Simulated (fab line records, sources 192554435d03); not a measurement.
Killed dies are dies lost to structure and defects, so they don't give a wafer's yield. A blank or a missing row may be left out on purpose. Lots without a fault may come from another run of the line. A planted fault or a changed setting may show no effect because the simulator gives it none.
fab line records | flow n5_finfet
record lots=11 wafers=30 last_day=18
route steps=1938 shown MIM_TOP_ETCH@1853 PASS1_CAP@1873 TV_LITHO@1884 TV_OPEN@1888 PAD_METAL@1896 PASSIVATION@1936
lots that met no fault: from a run of the same line without faults
start_h: hours from the record's first day to the start of the lot's first wafer shown | wait_h: hours since the lot's step before | " the same as in the row above | L1.1+2: a row that stands for several wafers | - no value, or no start given | * or withheld: withheld | < > ~ a bound
route shown NAME@n: a module of which the file shows steps, and the number in the route of the first | usual: mean/standard deviation of fault-free wafers | same: alike in all rows | chamber/n: place in a boat | sites: the reading at each site | _std_site: their standard deviation | _edge_site: outer sites' mean less inner sites' | radius_mm: how far each site lies from the wafer's centre | mask NAME#n: copy n | behind: the tool/chamber that last shaped the wafer | hold: why the lot was held/for how many hours/how that ended | device: the transistor (n, p or np) that didn't switch | end of line: the same wafers' tests at the end of the route | a step without rows: its recipe alone | killed: dies lost to structure and defects at the first sort, not the wafer's yield | map: a wafer's dies, x killed, . not, _ none there
set.NAME: the setting as run; set.NAME@STEP: as run at that earlier step | model.NAME: the simulator's own value behind a step, which no gauge read
steps of the route over a sample of lots; a table a step, a row a wafer
services: from which hour (start_h, from the record's first day; less than 0 if before it) a tool's chamber was out of use, for how many hours, and why
## steps
# step N5_MIM_TOP_ETCH_PECVD_03
# recipe material=SiNx target_thk_a=200 temp_c=400 precursor=SiH4/NH3/N2 pressure_torr=1.5 rf_w=300 time_s=17.6
# usual heater_power_outer_w=446/48 heater_power_w=746/58 showerhead_plenum_p_Torr=5.14/0.07 throttle_valve_pct=40.6/2.7
# columns lot.wafer tool chamber start_h wait_h heater_power_outer_w heater_power_w showerhead_plenum_p_Torr throttle_valve_pct
L804.1 pecvd-04 1 285.77 - 411 694 5.13 38.0
L804.2 " 2 " " 425 711 5.29 37.8
L804.3 " 0 " " 454 758 5.18 41.0
L807.1 pecvd-01 1 296.71 - 417 731 5.20 40.5
L807.4 " 0 " " 485 810 5.08 44.8
L807.6 " 1 " " 428 723 5.20 40.2
L806.1 pecvd-01 1 297.84 - 519 820 5.20 40.5
L806.2 " 0 " " 499 827 5.08 44.9
L806.6 " 1 " " 514 828 5.21 40.3
L809.3 pecvd-02 1 302.65 - 353 624 5.12 42.8
L809.5 " 1 " " 347 600 5.11 42.7
L809.6 " 2 " " 397 698 5.13 37.9
L812.1 pecvd-02 1 324.04 - 347 630 5.12 42.4
L812.3 " 0 " " 487 767 5.01 37.4
L812.4 " 2 " " 384 662 5.14 37.8
L816.1 pecvd-04 0 357.30 - 471 799 5.21 41.3
L816.2 " 2 " " 428 709 5.28 38.3
L816.3 " 1 " " 440 729 5.15 38.2
L820.1 pecvd-01 2 383.62 - 372 697 5.18 42.1
L820.3 " 1 " " 418 705 5.20 40.4
L820.4 " 2 " " 371 680 5.18 42.0
L819.2 pecvd-02 0 387.82 - 460 735 5.01 37.1
L819.3 " 1 " " 395 682 5.12 42.8
L818.2 pecvd-01 2 389.23 - 417 757 5.17 41.9
L818.3 " 2 " " 402 741 5.18 42.0
L821.3 pecvd-02 2 403.53 - 445 734 5.14 38.2
L821.4 " 2 " " 451 754 5.14 38.3
L827.1 pecvd-02 0 428.29 - 544 845 5.01 37.6
L827.3 " 1 " " 449 728 5.13 42.8
L827.6 " 1 " " 441 743 5.12 42.7
# step N5_PASSIVATION_PECVD_55
# recipe material=SiO2 target_thk_a=4000 temp_c=400 precursor=SiH4/N2O pressure_torr=2.7 rf_w=608 time_s=22.5
# usual heater_power_outer_w=371/54 heater_power_w=641/77 showerhead_plenum_p_Torr=8.14/0.086 throttle_valve_pct=52/4.3
# columns lot.wafer tool chamber start_h wait_h heater_power_outer_w heater_power_w showerhead_plenum_p_Torr throttle_valve_pct
L804.1 pecvd-02 0 287.49 0.0 444 706 7.97 48
L804.2 " 2 " " 350 625 8.17 49
L804.3 " 1 " " 349 603 8.12 55
L807.1 pecvd-03 1 298.22 0.0 301 523 8.25 58
L807.4 " 2 " " 293 533 8.17 45
L807.6 " 0 " " 447 803 8.07 54
L806.1 pecvd-03 0 299.19 0.0 494 844 8.08 54
L806.2 " 2 " " 322 561 8.16 46
L806.6 " 0 " " 368 669 8.08 54
L809.3 pecvd-01 0 304.33 0.0 416 701 8.07 58
L809.5 " 2 " " 319 612 8.22 54
L809.6 " 0 " " 420 719 8.07 58
L812.1 pecvd-03 2 325.37 0.0 375 627 8.16 46
L812.3 " 0 " " 498 832 8.07 54
L812.4 " 0 " " 370 667 8.06 54
L816.1 pecvd-01 2 358.78 0.0 307 606 8.19 54
L816.2 " 0 " " 443 751 8.05 58
L816.3 " 1 " " 373 646 8.26 52
L820.1 pecvd-02 0 385.07 0.0 391 648 7.97 48
L820.3 " 1 " " 330 587 8.13 55
L820.4 " 1 " " 347 592 8.13 55
L819.2 pecvd-03 1 389.27 0.0 326 545 8.26 58
L819.3 " 2 " " 388 649 8.17 46
L818.2 pecvd-03 0 390.86 0.0 409 730 8.05 54
L818.3 " 1 " " 397 627 8.23 58
L821.3 pecvd-03 2 405.31 0.0 348 601 8.18 46
L821.4 " 1 " " 342 574 8.25 58
L827.1 pecvd-01 0 429.95 0.0 441 768 8.08 58
L827.3 " 1 " " 376 627 8.23 47
L827.6 " 1 " " 380 664 8.23 47
# step N5_PASSIVATION_OVL_MEAS_60
# recipe points_per_wafer=44
# usual TV_OVL=1/4.8
# columns lot.wafer tool chamber start_h wait_h TV_OVL[nm]
L804.1 overlay-02 0 288.17 0.0 -5
L804.2 " 0 " " 6
L804.3 " 0 " " -8
L807.1 overlay-01 0 302.07 0.0 -4
L807.4 " 0 " " -2
L807.6 " 0 " " 2
L806.1 overlay-02 0 303.17 0.0 -5
L806.2 " 0 " " -6
L806.6 " 0 " " 2
L809.3 overlay-02 0 306.46 0.0 -6
L809.5 " 0 " " -6
L809.6 " 0 " " -3
L812.1 overlay-02 0 327.22 0.0 -7
L812.3 " 0 " " -4
L812.4 " 0 " " -4
L816.1 overlay-01 0 362.29 0.0 3
L816.2 " 0 " " 2
L816.3 " 0 " " 8
L820.1 overlay-02 0 385.95 0.0 -7
L820.3 " 0 " " -7
L820.4 " 0 " " -2
L819.2 overlay-01 0 390.52 0.0 7
L819.3 " 0 " " -5
L818.2 overlay-01 0 391.45 0.0 1
L818.3 " 0 " " 7
L821.3 overlay-01 0 406.31 0.0 1
L821.4 " 0 " " -1
L827.1 overlay-02 0 433.21 0.0 0
L827.3 " 0 " " -3
L827.6 " 0 " " -3
# step N5_PASSIVATION_VIA_ETCH_13
# recipe chemistry=CHF3/O2 target=SiO2 target_depth_a=6600 CHF3_flow_sccm=50 O2_flow_sccm=5 Ar_flow_sccm=200 time_s=330 mask_material=PR pressure_mtorr=30 source_w=650 bias_w=170 ion_energy_ev=200 ends=cleared
# usual O2_flow_sccm=5.000/0.014 drypump_motor_current_A=5.5/0.4 etch_rf_on_time_s=233/4.9 oes_product_au=0.73/0.071 rf_vpp_V=530/13 showerhead_plenum_p_Torr=2.46/0.047 throttle_valve_pct=18.77/0.22
# columns lot.wafer tool chamber start_h wait_h O2_flow_sccm drypump_motor_current_A etch_rf_on_time_s oes_product_au rf_hours_counter_h rf_vpp_V showerhead_plenum_p_Torr throttle_valve_pct
L804.1 rie_diel-01 0 288.62 0.0 5.001 6.2 232 0.70 121 528 2.42 18.55
L804.2 " 1 " " 4.995 6.1 233 0.64 212 514 2.40 19.20
L804.3 " 2 " " 5.007 4.9 227 0.85 7 526 2.58 18.84
L807.1 rie_diel-06 3 302.38 0.0 4.982 5.6 239 0.86 4 519 2.48 18.80
L807.4 " 1 " " 5.025 5.6 241 0.73 79 521 2.53 18.67
L807.6 " 2 " " 5.017 5.5 235 0.75 - 533 2.44 18.74
L806.1 rie_diel-05 1 304.16 0.0 5.035 5.5 231 0.65 185 545 2.49 18.94
L806.2 " 2 " " 4.980 5.2 234 0.77 64 543 2.45 18.57
L806.6 " 0 " " 5.015 6.0 235 0.76 - 514 2.45 18.68
L809.3 rie_diel-05 0 306.82 0.0 4.995 6.0 229 0.76 67 514 2.45 18.67
L809.5 " 1 " " 5.013 5.5 231 0.66 - 544 2.49 18.94
L809.6 " 2 " " 4.986 5.2 233 0.78 - 542 2.45 18.59
L812.1 rie_diel-01 2 327.60 0.0 4.995 4.9 227 0.81 17 525 2.57 18.84
L812.3 " 1 " " 4.990 6.1 233 0.63 220 513 2.40 19.23
L812.4 " 3 " " 4.980 5.1 230 0.78 64 547 2.52 18.67
L816.1 rie_diel-06 3 363.11 0.0 4.986 5.6 237 0.82 22 517 2.47 18.83
L816.2 " 2 " " 5.005 5.5 234 0.73 104 534 2.43 18.77
L816.3 " 0 " " 4.989 5.0 235 0.62 225 526 2.46 18.82
L820.1 rie_diel-05 0 386.16 0.0 4.998 6.0 227 0.73 92 515 2.44 18.72
L820.3 " 2 " " 5.001 5.2 227 0.74 89 543 2.44 18.62
L820.4 " 3 " " 4.986 5.7 229 0.85 18 528 2.44 18.29
L819.2 rie_diel-01 3 391.10 0.0 4.987 5.1 195 0.76 82 547 2.51 18.69
L819.3 " 2 " " 4.996 4.9 233 0.79 36 523 2.57 18.89
L818.2 rie_diel-05 3 392.01 0.0 5.022 5.8 192 0.84 20 528 2.44 18.29
L818.3 " 0 " " 5.013 6.0 233 0.72 94 513 2.44 18.71
L821.3 rie_diel-01 1 406.70 0.1 4.994 6.0 231 0.62 - 514 2.39 19.25
L821.4 " 3 " " 4.991 5.2 193 0.76 - 546 2.51 18.70
L827.1 rie_diel-06 1 433.42 0.0 5.011 5.6 235 0.70 118 521 2.51 18.74
L827.3 " 3 " " 5.030 5.5 239 0.78 47 518 2.46 18.87
L827.6 " 2 " " 4.986 5.5 233 0.70 - 534 2.42 18.82
# step N5_PASSIVATION_AL_DEP_21
# recipe material=Al target_thk_a=28000 temp_c=400 time_s=170 power_w=30000 chamber_pressure_pa=0.4 gas=Ar
# usual throttle_valve_pct=30.1/0.99
# columns lot.wafer tool chamber start_h wait_h throttle_valve_pct
L804.1 pvd_sputter-03 - 289.64 0.1 31.1
L804.2 " - " " 32.0
L804.3 " - " " 29.2
L807.1 pvd_sputter-01 - 303.71 0.1 28.7
L807.4 " - " " 29.6
L807.6 " - " " 28.9
L806.1 pvd_sputter-01 - 304.85 0.1 29.7
L806.2 " - " " 28.9
L806.6 " - " " 31.0
L809.3 pvd_sputter-02 - 307.55 0.1 28.7
L809.5 " - " " 29.0
L809.6 " - " " 31.5
L812.1 pvd_sputter-03 - 328.21 0.1 29.8
L812.3 " - " " 28.9
L812.4 " - " " 31.2
L816.1 pvd_sputter-01 - 363.97 0.1 28.7
L816.2 " - " " 29.3
L816.3 " - " " 29.9
L820.1 pvd_sputter-03 - 387.50 0.1 29.3
L820.3 " - " " 29.9
L820.4 " - " " 31.1
L819.2 pvd_sputter-02 - 392.17 0.1 28.7
L819.3 " - " " 31.2
L818.2 pvd_sputter-02 - 392.85 0.1 29.8
L818.3 " - " " 28.8
L821.3 pvd_sputter-02 - 407.92 0.1 29.9
L821.4 " - " " 31.3
L827.1 pvd_sputter-03 - 434.27 0.1 32.2
L827.3 " - " " 31.5
L827.6 " - " " 31.1
# step N5_PASSIVATION_PROBE_49
# usual defect_limited_yield=91.2/1.4 killed_at_M0_to_M3=34/11 killed_at_M4_up=14/6.3 killed_at_contacts=13/7.4 killed_at_front_end=38/11 killed_at_other=4.3/2.9 killed_dies=103/17 killed_open=68/12 killed_short=34/8 sort_bin_5_function=5.1/0.9 sort_bin_6_memory=3.3/0.66 sort_n_pass=1077/17 sort_yield_pct=91.2/1.4
# same gross_dies=1180 killed_at_back_side=0 sort_bin_4_leakage[%]=0 sort_bin_8_speed[%]=0
# columns lot.wafer tool chamber start_h wait_h defect_limited_yield[%] killed_at_M0_to_M3 killed_at_M4_up killed_at_contacts killed_at_front_end killed_at_other killed_dies killed_open killed_short sort_bin_5_function[%] sort_bin_6_memory[%] sort_n_pass sort_yield_pct[%]
L806.1 prober-02 - 310.35 0.0 90.3 31 17 25 41 1 115 76 35 6.1 3.4 1065 90.3
L806.2 prober-02 - 310.40 0.1 90.3 29 13 19 52 2 115 77 37 5.8 3.6 1065 90.3
L806.6 prober-02 - 310.60 0.3 91.0 28 12 16 44 6 106 72 32 5.3 3.6 1074 91.0
L819.2 prober-01 - 397.73 0.1 92.5 12 15 7 46 8 88 59 24 4.7 2.6 1092 92.5
L819.3 prober-01 - 397.78 0.1 91.0 22 28 7 46 3 106 71 31 4.9 3.7 1074 91.0
L818.2 prober-01 - 398.28 0.1 90.0 42 17 29 28 2 118 86 32 5.2 4.5 1062 90.0
L818.3 prober-01 - 398.33 0.1 91.3 41 5 35 19 3 103 72 31 5.4 3.1 1077 91.3
L821.3 prober-01 - 414.20 0.1 91.5 30 10 7 50 3 100 75 25 5.0 3.1 1080 91.5
L821.4 prober-01 - 414.25 0.2 93.3 25 16 4 32 2 79 52 27 4.7 1.8 1101 93.3
# killed by level:class
L806.1 MOL_CONTACT_COAG:geometric_particle:open=21 FIN_SAQP:geometric_particle:short=11 BEOL_M0_SAQP:geometric_particle:open=11 STI_FIN_REVEAL:geometric_particle:open=9 FIN_SAQP:geometric_particle:open=6 BEOL_M0_SAQP:geometric_particle:short=6 BEOL_M0:geometric_particle:open=5 GATE_CUT:geometric_particle:short=4
L806.2 MOL_CONTACT_COAG:geometric_particle:open=16 STI_FIN_REVEAL:geometric_particle:open=14 FIN_SAQP:geometric_particle:short=10 FIN_SAQP:geometric_particle:open=9 BEOL_M1:geometric_particle:open=9 BEOL_M0:geometric_particle:open=6 BEOL_M4:geometric_particle:open=6 BEOL_M0_SAQP:geometric_particle:open=5
L806.6 MOL_CONTACT_COAG:geometric_particle:open=13 STI_FIN_REVEAL:geometric_particle:open=9 BEOL_M0_SAQP:geometric_particle:open=9 FIN_SAQP:geometric_particle:open=8 BEOL_M0_SAQP:geometric_particle:short=8 FIN_SAQP:geometric_particle:short=7 GATE_CUT:geometric_particle:open=5 BEOL_M1:geometric_particle:open=5
L819.2 STI_FIN_REVEAL:geometric_particle:open=15 FIN_SAQP:geometric_particle:open=5 FIN_SAQP:geometric_particle:short=5 DUMMY_GATE:geometric_particle:open=4 MOL_CONTACT_COAG:geometric_particle:short=4 BEOL_M0_SAQP:geometric_particle:open=4 BEOL_M3:geometric_particle:open=4 BEOL_M4:geometric_particle:open=4
L819.3 STI_FIN_REVEAL:geometric_particle:open=20 BEOL_M4:geometric_particle:open=17 FIN_SAQP:geometric_particle:short=7 BEOL_M0_SAQP:geometric_particle:open=7 MOL_CONTACT_COAG:geometric_particle:open=6 GATE_CUT:geometric_particle:short=5 BEOL_M3:geometric_particle:open=4 BEOL_M0_SAQP:geometric_particle:short=4
L818.2 MOL_CONTACT_COAG:geometric_particle:open=25 BEOL_M0_SAQP:geometric_particle:open=11 FIN_SAQP:geometric_particle:open=8 BEOL_M3:geometric_particle:open=8 BEOL_M4:geometric_particle:open=8 BEOL_M0_SAQP:geometric_particle:short=7 BEOL_M2:geometric_particle:open=5 FIN_SAQP:geometric_particle:short=4
L818.3 MOL_CONTACT_COAG:geometric_particle:open=27 BEOL_M0_SAQP:geometric_particle:open=11 BEOL_M3:geometric_particle:open=11 MOL_CONTACT_COAG:geometric_particle:short=8 GATE_CUT:geometric_particle:short=7 BEOL_M2:geometric_particle:open=6 BEOL_M0_SAQP:geometric_particle:short=5 BEOL_M2:geometric_particle:short=4
L821.3 STI_FIN_REVEAL:geometric_particle:open=22 BEOL_M0_SAQP:geometric_particle:open=10 BEOL_M1:geometric_particle:open=8 FIN_SAQP:geometric_particle:open=7 MOL_CONTACT_COAG:geometric_particle:open=6 DUMMY_GATE:geometric_particle:open=4 STI_FIN_REVEAL:geometric_particle:short=3 GATE_CUT:geometric_particle:short=3
L821.4 FIN_SAQP:geometric_particle:open=8 BEOL_M3:geometric_particle:open=8 FIN_SAQP:geometric_particle:short=6 BEOL_M2:geometric_particle:open=6 DUMMY_GATE:geometric_particle:open=5 BEOL_M4:geometric_particle:open=5 MOL_CONTACT_COAG:geometric_particle:open=4 BEOL_M4:geometric_particle:short=3
## services
# columns tool chamber start_h hours kind
pecvd-01 1 292.74 2.1 scheduled_down
pecvd-01 2 295.85 6.1 repair
rie_diel-01 - 301.89 2.8 pm
pecvd-02 1 307.58 4.4 repair
rie_diel-06 - 310.58 0.7 repair
pecvd-01 1 317.60 5.5 scheduled_down
pecvd-02 - 335.95 0.3 repair
pecvd-03 0 352.53 6.8 repair
rie_diel-01 - 359.08 7.3 repair
pecvd-03 - 364.63 0.4 repair
pecvd-04 - 365.38 1.0 repair
rie_diel-06 0 372.61 3.2 repair
pecvd-01 1 383.66 - clean
pecvd-01 1 383.66 - consumable_replace:showerhead
rie_diel-01 1 384.05 14.0 repair
rie_diel-01 0 391.46 5.0 repair
pecvd-04 - 395.27 2.8 pm
rie_diel-01 0 400.67 19.1 repair
pvd_sputter-01 - 400.96 0.5 repair
rie_diel-06 1 412.79 12.0 repair
rie_diel-05 0 420.13 3.7 repair
rie_diel-05 1 420.51 4.2 repair
pvd_sputter-02 - 422.30 3.4 repair
rie_diel-05 - 428.45 0.7 repair
## key
first_sign step=N5_PASSIVATION_VIA_ETCH_13 reading=etch_rf_on_time_s direction=down sigmas=8.1 usual=* struck=*
effect none on later readings
met_at N5_PASSIVATION_PECVD_55
struck_lots L818,L819,L821
struck_wafers L818.2,L819.2,L821.4
not_acting_at N5_MIM_TOP_ETCH_PECVD_03,N5_PASSIVATION_OVL_MEAS_60,N5_PASSIVATION_AL_DEP_21
onset_between 325.37 389.27
fault kind=process_parameter_drift tool=pecvd-03 chamber=- onset_h=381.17 steps=N5_PASSIVATION_PECVD_55 channel=time_s offset=* shape=step end_h=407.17 scope=struck_wafers_only acts_in=* stated=*
